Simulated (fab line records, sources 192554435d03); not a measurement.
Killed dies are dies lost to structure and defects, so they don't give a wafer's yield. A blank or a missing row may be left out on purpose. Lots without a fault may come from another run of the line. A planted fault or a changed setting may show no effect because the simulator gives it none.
Which tool did it? | flow n5_finfet | 9 lots, 27 wafers sampled, at 5 steps of a route of 1938

WHAT THE GAUGES READ, wafer by wafer
N5_BEOL_M4_RC_MEAS_101. Usual: DIBL_N 37.2 mV/V, standard deviation 2.5; DIBL_P 38 mV/V, standard deviation 3; IOFF_N 0.17 nA/um, standard deviation 0.044; IOFF_P 0.24 nA/um, standard deviation 0.059; ION_N 667 uA/um, standard deviation 13; ION_P 461 uA/um, standard deviation 7.9; SS_N 71.8 mV/dec, standard deviation 0.86; SS_P 73.6 mV/dec, standard deviation 0.92; VT_N 250 mV, standard deviation 4.1; VT_P -249 mV, standard deviation 3.9.
lot  | measured     | on        | DIBL_N (mV/V)  | DIBL_P (mV/V) | IOFF_N (nA/um) | IOFF_P (nA/um) | ION_N (uA/um) | ION_P (uA/um) | SS_N (mV/dec)  | SS_P (mV/dec)  | VT_N (mV)   | VT_P (mV)      | flag
L389 | day 8 07:10  | prober-01 | 39.1 36.4 34.9 | 38 37 35      | 0.18 0.15 0.12 | 0.21 0.22 0.18 | 668 665 660   | 455 457 452   | 71.8 71.4 71.3 | 73.7 73.9 73.1 | 252 250 252 | -252 -252 -254 |
L398 | day 10 06:31 | prober-02 | 38.5 37.0 39.3 | 41 38 41      | 0.19 0.17 0.20 | 0.27 0.23 0.28 | 672 666 677   | 464 463 466   | 72.4 71.6 72.4 | 74.5 73.1 74.2 | 252 249 250 | -248 -248 -246 |
L409 | day 13 02:53 | prober-01 | 37.1 35.6 39.0 | 36 36 39      | 0.14 0.14 0.18 | 0.22 0.22 0.28 | 651 666 665   | 452 464 464   | 71.5 71.0 72.2 | 73.0 73.4 74.2 | 254 250 249 | -248 -249 -247 |
L410 | day 13 20:24 | prober-02 | 33.1 39.4 39.1 | 34 41 41      | 0.11 0.19 0.20 | 0.16 0.26 0.26 | 650 654 675   | 452 452 460   | 71.2 72.3 73.1 | 73.1 74.4 73.7 | 255 251 248 | -253 -251 -250 |
L411 | day 14 03:52 | prober-01 | 39.9 39.3 35.9 | 38 38 33      | 0.18 0.16 0.12 | 0.24 0.25 0.19 | 658 663 657   | 458 462 451   | 72.5 72.0 71.3 | 72.9 73.2 71.8 | 251 253 257 | -249 -246 -251 |
L412 | day 14 02:14 | prober-02 | 32.1 32.5 34.2 | 33 32 36      | 0.11 0.11 0.14 | 0.15 0.15 0.19 | 655 664 672   | 449 453 465   | 70.3 70.4 70.5 | 71.7 72.1 72.6 | 254 255 252 | -254 -256 -251 |

WHICH TOOL RAN EACH LOT (tool, then ch and the chambers of the sampled wafers, then the start)
lot  | N5_BEOL_M0_SAQP_HM_OPEN_112        | N5_BEOL_M0_SAQP_SPACER1_ALD_98   | N5_BEOL_M0_SAQP_ETCH_101           | N5_BEOL_M0_SAQP_RECESS_109
L389 | rie_diel-01 ch 1,3, day 5 14:01    | ald_sin-04 ch 1,2,3, day 5 17:02 | rie_diel-01 ch 1,3, day 5 17:44    | vapor_etch-02 ch 0,1, day 5 18:34
L398 | rie_diel-01 ch 0,1,3, day 7 19:42  | ald_sin-03 ch 0,3, day 7 20:24   | rie_diel-01 ch 0,3, day 7 21:13    | vapor_etch-02 ch 0, day 7 22:25
L403 | rie_diel-03 ch 0,1,2, day 9 04:36  | ald_sin-01 ch 0,2,3, day 9 05:25 | rie_diel-01 ch 0,1, day 9 06:16    | vapor_etch-01 ch 0, day 9 07:08
L404 | rie_diel-01 ch 2,3, day 9 05:23    | ald_sin-04 ch 1,2,3, day 9 06:27 | rie_diel-05 ch 0,1, day 9 07:22    | vapor_etch-01 ch 0,1, day 9 08:14
L405 | rie_diel-03 ch 0,1,3, day 9 12:43  | ald_sin-01 ch 0,1,2, day 9 14:02 | rie_diel-03 ch 0,2,3, day 9 15:01  | vapor_etch-01 ch 0,1, day 9 16:00
L409 | rie_diel-05 ch 0,2, day 10 19:19   | ald_sin-03 ch 1,2, day 10 20:02  | rie_diel-05 ch 0,3, day 10 20:44   | vapor_etch-01 ch 1, day 10 21:34
L410 | rie_diel-01 ch 0,2,3, day 10 20:02 | ald_sin-04 ch 0,3, day 10 20:56  | rie_diel-05 ch 0,2, day 10 22:03   | vapor_etch-02 ch 0,1, day 10 22:53
L411 | rie_diel-05 ch 0,1,2, day 11 04:48 | ald_sin-01 ch 1,2, day 11 06:28  | rie_diel-05 ch 0,2,3, day 11 07:11 | vapor_etch-02 ch 0,1, day 11 08:03
L412 | rie_diel-03 ch 0,2, day 11 06:41   | ald_sin-01 ch 0,2, day 11 07:39  | rie_diel-05 ch 0,2,3, day 11 08:22 | vapor_etch-02 ch 0,1, day 11 09:13
- N5_BEOL_M0_SAQP_HM_OPEN_112: chemistry CHF3/O2, target SiO2, stops on a-Si, target depth 12 nm, time 13.5 s.
- N5_BEOL_M0_SAQP_SPACER1_ALD_98: deposits SiO2, target thk 12.8 nm, pulse time 1 s, purge time 2 s.
- N5_BEOL_M0_SAQP_ETCH_101: etches SiNx in CH3F/O2, target depth 29.9 nm, time 42.7 s.
- N5_BEOL_M0_SAQP_RECESS_109: chemistry HF/NH3, target SiO2, target depth 3 nm, afs cycles 1, sublimation time 60 s.

WHAT THE TOOLS THEMSELVES READ (means of the sampled wafers that have a number; where no wafer has one, the mark that the record gives instead)
N5_BEOL_M0_SAQP_HM_OPEN_112. Usual: drypump_motor_current_A 5.7 A, standard deviation 0.46; oes_f_703_au 0.83 a.u., standard deviation 0.077; oes_product_au 0.55 a.u., standard deviation 0.048; rf_fwd_power_W 644.9 W, standard deviation 2.6; rf_vpp_V 527 V, standard deviation 18; showerhead_plenum_p_Torr 2.41 Torr, standard deviation 0.067; throttle_valve_pct 18.71 %, standard deviation 0.17.
lot  | tool        | drypump_motor_current_A (A) | oes_f_703_au (a.u.) | oes_product_au (a.u.) | rf_fwd_power_W (W) | rf_vpp_V (V) | showerhead_plenum_p_Torr (Torr) | throttle_valve_pct (%) | flag
L389 | rie_diel-01 | 5.6                         | 0.88                | 0.60                  | 643.2              | 523          | 2.42                            | 18.59                  |
L398 | rie_diel-01 | 5.7                         | 0.87                | 0.57                  | 645.3              | 521          | 2.41                            | 18.67                  |
L403 | rie_diel-03 | 6.2                         | 0.78                | 0.51                  | 642.4              | 532          | 2.41                            | 18.77                  |
L404 | rie_diel-01 | 5.5                         | 0.88                | 0.58                  | 645.9              | 524          | 2.40                            | 18.65                  |
L405 | rie_diel-03 | 6.4                         | 0.81                | 0.53                  | 643.8              | 532          | 2.46                            | 18.78                  |
L409 | rie_diel-05 | 5.1                         | 0.78                | 0.51                  | 643.3              | 517          | 2.30                            | 18.72                  |
L410 | rie_diel-01 | 5.6                         | 0.86                | 0.56                  | 645.4              | 521          | 2.40                            | 18.72                  |
L411 | rie_diel-05 | 5.3                         | 0.84                | 0.57                  | 643.6              | 515          | 2.35                            | 18.60                  |
L412 | rie_diel-03 | 5.9                         | 0.78                | 0.50                  | 646.5              | 524          | 2.42                            | 18.77                  |

N5_BEOL_M0_SAQP_SPACER1_ALD_98. Usual: heater_power_w 470 W, standard deviation 47; precursor_pulse_height_rel 0.995, standard deviation 0.019.
lot  | tool       | heater_power_w (W) | precursor_pulse_height_rel | flag
L389 | ald_sin-04 | 488                | 0.996                      |
L398 | ald_sin-03 | 460                | 1.000                      |
L403 | ald_sin-01 | 467                | 1.002                      |
L404 | ald_sin-04 | 492                | 0.998                      |
L405 | ald_sin-01 | 472                | 1.007                      |
L409 | ald_sin-03 | 472                | 0.991                      |
L410 | ald_sin-04 | 528                | 0.991                      |
L411 | ald_sin-01 | 442                | 0.986                      |
L412 | ald_sin-01 | 473                | 0.977                      |

N5_BEOL_M0_SAQP_ETCH_101. Usual: CH3F_flow_sccm 30.00 sccm, standard deviation 0.087; O2_flow_sccm 19.99 sccm, standard deviation 0.065; drypump_motor_current_A 5.7 A, standard deviation 0.5; oes_f_703_au 0.81 a.u., standard deviation 0.09; oes_product_au 0.82 a.u., standard deviation 0.091; rf_fwd_power_W 393.2 W, standard deviation 1.2; rf_vpp_V 299 V, standard deviation 11; showerhead_plenum_p_Torr 2.00 Torr, standard deviation 0.069; throttle_valve_pct 16.28 %, standard deviation 0.21.
lot  | tool        | CH3F_flow_sccm (sccm) | O2_flow_sccm (sccm) | drypump_motor_current_A (A) | oes_f_703_au (a.u.) | oes_product_au (a.u.) | rf_fwd_power_W (W) | rf_vpp_V (V) | showerhead_plenum_p_Torr (Torr) | throttle_valve_pct (%) | flag
L389 | rie_diel-01 | 29.95                 | 19.96               | 5.6                         | 0.87                | 0.91                  | 393.1              | 297          | 2.01                            | 16.09                  |
L398 | rie_diel-01 | 29.92                 | 20.02               | 5.7                         | 0.92                | 0.91                  | 393.3              | 296          | 2.00                            | 16.22                  |
L403 | rie_diel-01 | -                     | -                   | -                           | -                   | -                     | -                  | -            | -                               | -                      | OFF
L404 | rie_diel-05 | -                     | -                   | -                           | -                   | -                     | -                  | -            | -                               | -                      | OFF
L405 | rie_diel-03 | -                     | -                   | -                           | -                   | -                     | -                  | -            | -                               | -                      | OFF
L409 | rie_diel-05 | 29.92                 | 19.94               | 5.3                         | 0.71                | 0.70                  | 393.1              | 289          | 1.96                            | 16.47                  |
L410 | rie_diel-05 | 29.94                 | 19.95               | 5.0                         | 0.78                | 0.79                  | 393.2              | 294          | 1.91                            | 16.26                  |
L411 | rie_diel-05 | 29.97                 | 20.01               | 5.3                         | 0.73                | 0.74                  | 394.0              | 297          | 1.97                            | 16.46                  |
L412 | rie_diel-05 | 29.94                 | 19.98               | 5.3                         | 0.73                | 0.74                  | 392.6              | 298          | 1.97                            | 16.46                  |

N5_BEOL_M0_SAQP_RECESS_109. Usual: drypump_motor_current_A 6.16 A, standard deviation 0.18; temp_c 29.98 C, standard deviation 0.11.
lot  | tool          | drypump_motor_current_A (A) | temp_c (C) | flag
L389 | vapor_etch-02 | 6.21                        | 29.94      |
L398 | vapor_etch-02 | 6.14                        | 29.83      |
L403 | vapor_etch-01 | 5.93                        | 29.89      |
L404 | vapor_etch-01 | 5.99                        | 29.94      |
L405 | vapor_etch-01 | 5.98                        | 29.99      |
L409 | vapor_etch-01 | 6.16                        | 29.88      |
L410 | vapor_etch-02 | 6.34                        | 30.00      |
L411 | vapor_etch-02 | 6.33                        | 29.89      |
L412 | vapor_etch-02 | 6.22                        | 30.05      |

THE ANSWER, worked out from the rows above alone
Rule: a lot is off if the mean of its wafers that have a number lies more than 3 standard deviations from the usual mean. A lot without any number at a reading at which 4 lots or more have one is off too. The other lots that the step has rows for count as sound. The gauges are gone through in route order, then the tools' own readings, and for those a lot's mean is taken as printed above. The first step at which some lot is off is used, and at that step the reading that is off furthest; a lot without a number counts as furthest.
Off: L403, L404, L405, at N5_BEOL_M0_SAQP_ETCH_101 (CH3F_flow_sccm). Without a number there: L403, L404, L405.
A tool fits if, at that step or a process step before it, it ran every lot that is off, and no sound lot after the first of them. None of those tried fits.

WHAT THE SIMULATOR HAD PUT IN
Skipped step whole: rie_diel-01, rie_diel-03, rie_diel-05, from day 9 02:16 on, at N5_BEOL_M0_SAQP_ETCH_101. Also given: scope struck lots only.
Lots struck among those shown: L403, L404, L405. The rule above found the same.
